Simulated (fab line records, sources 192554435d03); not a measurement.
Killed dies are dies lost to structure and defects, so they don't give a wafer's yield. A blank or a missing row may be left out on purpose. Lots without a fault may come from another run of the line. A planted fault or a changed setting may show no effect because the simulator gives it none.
Which tool did it? | flow n5_finfet | 24 lots, 72 wafers sampled, at 6 steps of a route of 1938

WHAT THE GAUGES READ, wafer by wafer
The record holds no reading of a measuring or inspecting step that can be judged against a usual standard deviation.

WHICH TOOL RAN EACH LOT (tool, then ch and the chambers of the sampled wafers, then the start)
lot  | N5_BEOL_M4_ETCH_63                 | N5_BEOL_M4_DESCUM_33               | N5_BEOL_M4_STRIP_36                | N5_BEOL_M4_ANNEAL_82         | N5_BEOL_M4_ANNEAL_87         | N5_BEOL_M4_PRE_CLEAN_60
L074 | rie_diel-02 ch 1,2, day 7 11:13    | rie_diel-05 ch 2,3, day 7 12:14    | rie_diel-06 ch 2,3, day 7 17:19    | pvd_sputter-01, day 7 18:58  | pvd_sputter-01, day 7 19:11  | cvd_co-02 ch 0,1,2, day 7 21:01
L075 | rie_diel-02 ch 0,1,3, day 7 11:28  | rie_diel-05 ch 0,1,2, day 7 12:28  | rie_diel-06 ch 0,2, day 7 17:41    | pvd_sputter-03, day 7 19:29  | pvd_sputter-03, day 7 19:43  | cvd_co-01 ch 0,1, day 7 21:46
L076 | rie_diel-06 ch 2,3, day 8 02:18    | rie_diel-06 ch 0,1,2, day 8 03:26  | rie_diel-06 ch 0,2,3, day 8 07:26  | pvd_sputter-01, day 8 09:19  | pvd_sputter-01, day 8 09:32  | cvd_co-02 ch 0,1, day 8 11:25
L077 | rie_diel-06 ch 2,3, day 8 03:16    | rie_diel-05 ch 0,1, day 8 05:08    | rie_diel-05 ch 1,2, day 8 10:27    | pvd_sputter-01, day 8 12:09  | pvd_sputter-01, day 8 12:22  | cvd_co-02 ch 1,2, day 8 14:13
L078 | rie_diel-06 ch 0,2, day 8 17:50    | rie_diel-06 ch 1,2,3, day 8 18:45  | rie_diel-05 ch 0,1,3, day 8 19:37  | pvd_sputter-03, day 8 22:37  | pvd_sputter-03, day 8 22:50  | cvd_co-01 ch 1,2, day 9 00:41
L080 | rie_diel-05 ch 0,2,3, day 8 20:37  | rie_diel-05 ch 0,1,3, day 8 21:28  | rie_diel-02 ch 0,1,2, day 8 23:52  | pvd_sputter-01, day 9 01:52  | pvd_sputter-01, day 9 02:05  | cvd_co-01 ch 0,1,2, day 9 04:09
L079 | rie_diel-05 ch 1,2,3, day 9 00:12  | rie_diel-02 ch 0,2,3, day 9 01:17  | rie_diel-02 ch 0,1,3, day 9 03:05  | pvd_sputter-01, day 9 05:23  | pvd_sputter-01, day 9 05:36  | cvd_co-01 ch 1,2, day 9 07:27
L081 | rie_diel-02 ch 2,3, day 9 07:33    | rie_diel-06 ch 0,1,2, day 9 08:35  | rie_diel-06 ch 0,3, day 9 09:05    | pvd_sputter-02, day 9 10:56  | pvd_sputter-02, day 9 11:09  | cvd_co-02 ch 0,1,2, day 9 12:59
L082 | rie_diel-02 ch 0,2,3, day 9 09:56  | rie_diel-05 ch 0,1,3, day 9 10:53  | rie_diel-02 ch 0,1,3, day 9 12:28  | pvd_sputter-03, day 9 14:42  | pvd_sputter-03, day 9 14:55  | cvd_co-02 ch 0,1,2, day 9 16:46
L083 | rie_diel-06 ch 0,1, day 9 19:26    | rie_diel-06 ch 1,2, day 9 20:16    | rie_diel-05 ch 1,3, day 10 02:01   | pvd_sputter-01, day 10 04:16 | pvd_sputter-01, day 10 04:29 | cvd_co-02 ch 0,2, day 10 06:20
L084 | rie_diel-05 ch 1,2,3, day 10 08:11 | rie_diel-05 ch 0,2, day 10 09:11   | rie_diel-05 ch 0,3, day 10 09:56   | pvd_sputter-02, day 10 11:40 | pvd_sputter-02, day 10 11:53 | cvd_co-02 ch 0,2, day 10 14:06
L086 | rie_diel-02 ch 2,3, day 10 10:05   | rie_diel-06 ch 0,2, day 10 11:11   | rie_diel-02 ch 0,1,3, day 10 12:36 | pvd_sputter-02, day 10 15:06 | pvd_sputter-02, day 10 15:19 | cvd_co-02 ch 0,1,2, day 10 17:14
L085 | rie_diel-02 ch 0,1,3, day 10 14:29 | rie_diel-06 ch 1,2,3, day 10 15:36 | rie_diel-06 ch 1,3, day 10 16:20   | pvd_sputter-01, day 10 18:00 | pvd_sputter-01, day 10 18:13 | cvd_co-01 ch 0,2, day 10 20:04
L087 | rie_diel-05 ch 1,2, day 10 20:33   | rie_diel-02 ch 1,3, day 10 21:34   | rie_diel-06 ch 0,1,3, day 11 02:02 | pvd_sputter-02, day 11 04:14 | pvd_sputter-02, day 11 04:28 | cvd_co-01 ch 0,2, day 11 06:19
L088 | rie_diel-05 ch 0,3, day 11 00:17   | rie_diel-02 ch 0,1,2, day 11 01:16 | rie_diel-02 ch 0,1,3, day 11 10:22 | pvd_sputter-03, day 11 11:53 | pvd_sputter-03, day 11 12:07 | cvd_co-01 ch 1,2, day 11 13:58
L089 | rie_diel-06 ch 2,3, day 11 02:58   | rie_diel-02 ch 1,2,3, day 11 04:06 | rie_diel-05 ch 0,1, day 11 13:03   | pvd_sputter-03, day 11 14:59 | pvd_sputter-03, day 11 15:13 | cvd_co-02 ch 0,2, day 11 17:04
L090 | rie_diel-06 ch 2,3, day 11 11:14   | rie_diel-06 ch 0,1,3, day 11 12:26 | rie_diel-06 ch 0,1,2, day 11 13:34 | pvd_sputter-02, day 11 15:16 | pvd_sputter-02, day 11 15:29 | cvd_co-02 ch 0,2, day 11 17:20
L091 | rie_diel-05 ch 0,2, day 11 23:49   | rie_diel-02 ch 0,2,3, day 12 00:39 | rie_diel-02 ch 0,2, day 12 05:19   | pvd_sputter-02, day 12 07:19 | pvd_sputter-02, day 12 07:32 | cvd_co-01 ch 1,2, day 12 09:31
L092 | rie_diel-06 ch 0,1,2, day 12 01:05 | rie_diel-05 ch 0,1,3, day 12 01:55 | rie_diel-02 ch 0,2,3, day 12 08:47 | pvd_sputter-03, day 12 10:35 | pvd_sputter-03, day 12 10:48 | cvd_co-02 ch 0,1,2, day 12 12:46
L093 | rie_diel-06 ch 0,1, day 12 06:23   | rie_diel-05 ch 0,1,2, day 12 07:12 | rie_diel-02 ch 0,2,3, day 12 11:42 | pvd_sputter-02, day 12 14:09 | pvd_sputter-02, day 12 14:22 | cvd_co-02 ch 0,1, day 12 16:29
L094 | rie_diel-06 ch 0,1,3, day 12 12:44 | rie_diel-06 ch 0,2,3, day 12 13:33 | rie_diel-05 ch 0,1,2, day 12 15:08 | pvd_sputter-01, day 12 16:55 | pvd_sputter-01, day 12 17:08 | cvd_co-01 ch 0,1,2, day 12 19:05
L095 | rie_diel-02 ch 0,2,3, day 12 16:05 | rie_diel-05 ch 0,1,3, day 12 16:54 | rie_diel-02 ch 0,1,3, day 12 20:20 | pvd_sputter-01, day 12 22:27 | pvd_sputter-01, day 12 22:40 | cvd_co-02 ch 0,1,2, day 13 00:31
L096 | rie_diel-02 ch 0,1,3, day 13 00:55 | rie_diel-02 ch 0,1, day 13 01:44   | rie_diel-02 ch 0,1,2, day 13 07:33 | pvd_sputter-01, day 13 10:07 | pvd_sputter-01, day 13 10:20 | cvd_co-02 ch 0,1, day 13 12:11
L097 | rie_diel-06 ch 0,1,2, day 13 00:59 | rie_diel-02 ch 1,2, day 13 01:51   | rie_diel-02 ch 0,1, day 13 11:31   | pvd_sputter-02, day 13 13:25 | pvd_sputter-02, day 13 13:38 | cvd_co-01 ch 0,1,2, day 13 15:29
- N5_BEOL_M4_ETCH_63: etches SiARC in CF4, target depth 15.6 nm, time 26 s.
- N5_BEOL_M4_DESCUM_33: chemistry O2, time 7 s.
- N5_BEOL_M4_STRIP_36: strips in N2/H2.
- N5_BEOL_M4_ANNEAL_82: time 240 s.
- N5_BEOL_M4_ANNEAL_87: time 240 s.
- N5_BEOL_M4_PRE_CLEAN_60: time 15 s.

WHAT THE TOOLS THEMSELVES READ (means of the sampled wafers that have a number; where no wafer has one, the mark that the record gives instead)
N5_BEOL_M4_ETCH_63.
lot  | tool        | drypump_motor_current_A (A) | etch_rf_on_time_s (s) | oes_product_au (a.u.) | rf_vpp_V (V) | showerhead_plenum_p_Torr (Torr) | throttle_valve_pct (%)
L074 | rie_diel-02 | 5.5                         | 26.3                  | 0.61                  | 183.5        | 2.13                            | 15.86
L075 | rie_diel-02 | 6.2                         | 25.8                  | 0.67                  | 185.0        | 2.17                            | 15.64
L076 | rie_diel-06 | 5.6                         | 25.9                  | 0.69                  | 184.4        | 2.17                            | 15.63
L077 | rie_diel-06 | 5.6                         | 25.7                  | 0.70                  | 184.1        | 2.17                            | 15.64
L078 | rie_diel-06 | 6.1                         | 26.4                  | 0.62                  | 183.2        | 2.13                            | 15.82
L080 | rie_diel-05 | 5.3                         | 25.9                  | 0.66                  | 184.3        | 2.20                            | 15.55
L079 | rie_diel-05 | 5.5                         | 26.0                  | 0.67                  | 185.5        | 2.21                            | 15.51
L081 | rie_diel-02 | 5.3                         | 26.1                  | 0.63                  | 183.4        | 2.14                            | 16.03
L082 | rie_diel-02 | 5.8                         | 25.9                  | 0.67                  | 184.5        | 2.18                            | 15.85
L083 | rie_diel-06 | 5.9                         | 25.6                  | 0.59                  | 185.0        | 2.17                            | 15.86
L084 | rie_diel-05 | 5.5                         | 26.2                  | 0.66                  | 185.4        | 2.20                            | 15.52
L086 | rie_diel-02 | 5.6                         | 25.8                  | 0.63                  | 184.6        | 2.15                            | 16.00
L085 | rie_diel-02 | 6.2                         | 25.6                  | 0.65                  | 184.3        | 2.16                            | 15.68
L087 | rie_diel-05 | 5.3                         | 26.1                  | 0.63                  | 184.4        | 2.19                            | 15.54
L088 | rie_diel-05 | 5.5                         | 25.6                  | 0.68                  | 185.3        | 2.21                            | 15.59
L089 | rie_diel-06 | 5.6                         | 25.9                  | 0.67                  | 184.3        | 2.16                            | 15.68
L090 | rie_diel-06 | 5.6                         | 26.1                  | 0.66                  | 184.3        | 2.15                            | 15.64
L091 | rie_diel-05 | 5.1                         | 25.8                  | 0.62                  | 185.0        | 2.18                            | 15.62
L092 | rie_diel-06 | 5.9                         | 26.1                  | 0.60                  | 185.0        | 2.15                            | 15.83
L093 | rie_diel-06 | 6.2                         | 25.8                  | 0.59                  | 185.0        | 2.14                            | 15.97
L094 | rie_diel-06 | 5.9                         | 25.8                  | 0.61                  | 183.7        | 2.15                            | 15.88
L095 | rie_diel-02 | 5.8                         | 25.9                  | 0.64                  | 183.7        | 2.17                            | 15.90
L096 | rie_diel-02 | 6.2                         | 25.8                  | 0.71                  | 184.2        | 2.16                            | 15.56
L097 | rie_diel-06 | 5.9                         | 25.9                  | 0.60                  | 183.5        | 2.15                            | 15.83

N5_BEOL_M4_DESCUM_33.
lot  | tool        | drypump_motor_current_A (A) | oes_product_au (a.u.) | rf_vpp_V (V) | showerhead_plenum_p_Torr (Torr) | temp_c (C) | throttle_valve_pct (%)
L074 | rie_diel-05 | 5.3                         | 0.80                  | 244.7        | 2.21                            | 40.00      | 20.29
L075 | rie_diel-05 | 5.5                         | 0.80                  | 243.5        | 2.14                            | 40.00      | 20.48
L076 | rie_diel-06 | 5.9                         | 0.73                  | 243.1        | 2.11                            | 40.03      | 20.58
L077 | rie_diel-05 | 5.7                         | 0.81                  | 243.1        | 2.11                            | 39.96      | 20.67
L078 | rie_diel-06 | 5.6                         | 0.77                  | 243.3        | 2.13                            | 40.00      | 20.50
L080 | rie_diel-05 | 5.7                         | 0.81                  | 243.4        | 2.15                            | 40.04      | 20.58
L079 | rie_diel-02 | 5.8                         | 0.77                  | 244.4        | 2.13                            | 39.98      | 20.69
L081 | rie_diel-06 | 5.9                         | 0.72                  | 243.5        | 2.11                            | 39.99      | 20.60
L082 | rie_diel-05 | 5.7                         | 0.80                  | 244.4        | 2.15                            | 39.96      | 20.59
L083 | rie_diel-06 | 5.6                         | 0.71                  | 244.0        | 2.14                            | 39.86      | 20.52
L084 | rie_diel-05 | 5.1                         | 0.74                  | 244.1        | 2.15                            | 39.92      | 20.37
L086 | rie_diel-06 | 6.1                         | 0.72                  | 242.6        | 2.08                            | 39.98      | 20.71
L085 | rie_diel-06 | 5.6                         | 0.75                  | 243.4        | 2.12                            | 39.98      | 20.53
L087 | rie_diel-02 | 6.0                         | 0.72                  | 243.8        | 2.08                            | 39.97      | 20.59
L088 | rie_diel-02 | 6.0                         | 0.74                  | 244.4        | 2.11                            | 40.00      | 20.53
L089 | rie_diel-02 | 5.7                         | 0.71                  | 243.1        | 2.08                            | 39.97      | 20.67
L090 | rie_diel-06 | 5.9                         | 0.73                  | 243.1        | 2.11                            | 39.92      | 20.74
L091 | rie_diel-02 | 5.8                         | 0.75                  | 243.8        | 2.13                            | 40.01      | 20.73
L092 | rie_diel-05 | 5.7                         | 0.78                  | 244.8        | 2.14                            | 40.00      | 20.62
L093 | rie_diel-05 | 5.5                         | 0.75                  | 242.6        | 2.12                            | 40.08      | 20.54
L094 | rie_diel-06 | 5.9                         | 0.74                  | 243.3        | 2.09                            | 39.84      | 20.64
L095 | rie_diel-05 | 5.7                         | 0.78                  | 244.0        | 2.14                            | 39.94      | 20.64
L096 | rie_diel-02 | 6.5                         | 0.87                  | 244.4        | 2.13                            | 40.01      | 20.20
L097 | rie_diel-02 | 5.5                         | 0.78                  | 242.6        | 2.07                            | 40.09      | 20.61

N5_BEOL_M4_STRIP_36.
lot  | tool        | drypump_motor_current_A (A) | h2_flow_sccm (sccm) | oes_product_au (a.u.) | rf_vpp_V (V) | showerhead_plenum_p_Torr (Torr) | temp_c (C) | throttle_valve_pct (%)
L074 | rie_diel-06 | 5.6                         | 199.5               | 0.80                  | 58.8         | 2.56                            | 40.05      | 23.65
L075 | rie_diel-06 | 6.1                         | 199.6               | 0.73                  | 58.3         | 2.53                            | 40.12      | 24.04
L076 | rie_diel-06 | 5.9                         | 199.9               | 0.77                  | 57.8         | 2.54                            | 40.14      | 23.89
L077 | rie_diel-05 | 5.8                         | 200.1               | 0.80                  | 60.2         | 2.59                            | 39.90      | 23.79
L078 | rie_diel-05 | 5.7                         | 200.0               | 0.82                  | 58.7         | 2.59                            | 39.97      | 23.66
L080 | rie_diel-02 | 6.0                         | 200.3               | 0.76                  | 59.3         | 2.58                            | 40.02      | 23.78
L079 | rie_diel-02 | 6.2                         | 199.5               | 0.76                  | 59.0         | 2.59                            | 40.00      | 23.80
L081 | rie_diel-06 | 5.9                         | 200.2               | 0.78                  | 60.2         | 2.54                            | 40.07      | 23.97
L082 | rie_diel-02 | 6.2                         | 199.6               | 0.77                  | 59.6         | 2.59                            | 40.08      | 23.79
L083 | rie_diel-05 | 6.0                         | 199.9               | 0.81                  | 59.5         | 2.59                            | 39.93      | 23.82
L084 | rie_diel-05 | 5.5                         | 200.1               | 0.77                  | 59.0         | 2.57                            | 39.93      | 23.54
L086 | rie_diel-02 | 6.2                         | 199.9               | 0.76                  | 60.6         | 2.58                            | 40.18      | 23.83
L085 | rie_diel-06 | 5.7                         | 200.3               | 0.76                  | 59.6         | 2.57                            | 39.86      | 23.73
L087 | rie_diel-06 | 5.9                         | 199.8               | 0.72                  | 57.8         | 2.55                            | 40.14      | 23.87
L088 | rie_diel-02 | 6.2                         | 200.1               | 0.75                  | 58.5         | 2.58                            | 40.03      | 23.83
L089 | rie_diel-05 | 5.7                         | 199.6               | 0.76                  | 58.4         | 2.54                            | 39.98      | 23.72
L090 | rie_diel-06 | 5.9                         | 200.1               | 0.70                  | 59.8         | 2.55                            | 39.92      | 23.81
L091 | rie_diel-02 | 6.0                         | 200.2               | 0.77                  | 58.7         | 2.63                            | 39.98      | 23.92
L092 | rie_diel-02 | 5.8                         | 200.4               | 0.75                  | 60.3         | 2.58                            | 40.01      | 23.96
L093 | rie_diel-02 | 5.9                         | 200.1               | 0.75                  | 59.4         | 2.58                            | 39.94      | 23.97
L094 | rie_diel-05 | 5.5                         | 200.0               | 0.75                  | 59.4         | 2.56                            | 39.90      | 23.71
L095 | rie_diel-02 | 6.2                         | 199.7               | 0.83                  | 60.0         | 2.57                            | 39.84      | 23.68
L096 | rie_diel-02 | 6.0                         | 200.0               | 0.81                  | 58.1         | 2.56                            | 40.04      | 23.65
L097 | rie_diel-02 | 6.4                         | 200.0               | 0.86                  | 58.0         | 2.63                            | 40.02      | 23.64

N5_BEOL_M4_ANNEAL_82.
lot  | tool           | heater_power_w (W)
L074 | pvd_sputter-01 | 809
L075 | pvd_sputter-03 | 851
L076 | pvd_sputter-01 | 795
L077 | pvd_sputter-01 | 781
L078 | pvd_sputter-03 | 749
L080 | pvd_sputter-01 | 798
L079 | pvd_sputter-01 | 778
L081 | pvd_sputter-02 | 776
L082 | pvd_sputter-03 | 801
L083 | pvd_sputter-01 | 810
L084 | pvd_sputter-02 | 772
L086 | pvd_sputter-02 | 757
L085 | pvd_sputter-01 | 821
L087 | pvd_sputter-02 | 771
L088 | pvd_sputter-03 | 769
L089 | pvd_sputter-03 | 872
L090 | pvd_sputter-02 | 784
L091 | pvd_sputter-02 | 755
L092 | pvd_sputter-03 | 836
L093 | pvd_sputter-02 | 747
L094 | pvd_sputter-01 | 792
L095 | pvd_sputter-01 | 822
L096 | pvd_sputter-01 | 824
L097 | pvd_sputter-02 | 802

N5_BEOL_M4_ANNEAL_87.
lot  | tool           | heater_power_w (W)
L074 | pvd_sputter-01 | 815
L075 | pvd_sputter-03 | 840
L076 | pvd_sputter-01 | 820
L077 | pvd_sputter-01 | 787
L078 | pvd_sputter-03 | 744
L080 | pvd_sputter-01 | 803
L079 | pvd_sputter-01 | 795
L081 | pvd_sputter-02 | 759
L082 | pvd_sputter-03 | 799
L083 | pvd_sputter-01 | 794
L084 | pvd_sputter-02 | 769
L086 | pvd_sputter-02 | 770
L085 | pvd_sputter-01 | 814
L087 | pvd_sputter-02 | 761
L088 | pvd_sputter-03 | 764
L089 | pvd_sputter-03 | 878
L090 | pvd_sputter-02 | 786
L091 | pvd_sputter-02 | 748
L092 | pvd_sputter-03 | 835
L093 | pvd_sputter-02 | 747
L094 | pvd_sputter-01 | 817
L095 | pvd_sputter-01 | 812
L096 | pvd_sputter-01 | 818
L097 | pvd_sputter-02 | 807

N5_BEOL_M4_PRE_CLEAN_60.
lot  | tool      | heater_power_w (W)
L074 | cvd_co-02 | 85
L075 | cvd_co-01 | 95
L076 | cvd_co-02 | 96
L077 | cvd_co-02 | 82
L078 | cvd_co-01 | 95
L080 | cvd_co-01 | 86
L079 | cvd_co-01 | 101
L081 | cvd_co-02 | 86
L082 | cvd_co-02 | 86
L083 | cvd_co-02 | 76
L084 | cvd_co-02 | 90
L086 | cvd_co-02 | 86
L085 | cvd_co-01 | 74
L087 | cvd_co-01 | 75
L088 | cvd_co-01 | 95
L089 | cvd_co-02 | 90
L090 | cvd_co-02 | 88
L091 | cvd_co-01 | 102
L092 | cvd_co-02 | 86
L093 | cvd_co-02 | 94
L094 | cvd_co-01 | 90
L095 | cvd_co-02 | 85
L096 | cvd_co-02 | 94
L097 | cvd_co-01 | 89

THE ANSWER, worked out from the rows above alone
Rule: what is usual is taken from the lots themselves. Put in order of their means at a reading, lots are off if they are a third of the lots or fewer, leave a main group of 4 or more, and stand apart from it by a gap of 3 or more times the standard deviation of the main group's means; of several such gaps the widest counts. A main group whose means are all the same, to the digits that the tables above print for the reading, isn't used. A lot without any number at a reading at which 4 lots or more have one is off too. The other lots that the step has rows for count as sound. The gauges are gone through in route order, then the tools' own readings, and for those a lot's mean is taken as printed above. The first step at which some lot is off is used, and at that step the reading that is off furthest; a lot without a number counts as furthest.
No lot is off at any reading shown: from this, nothing can be told.

WHAT THE SIMULATOR HAD PUT IN
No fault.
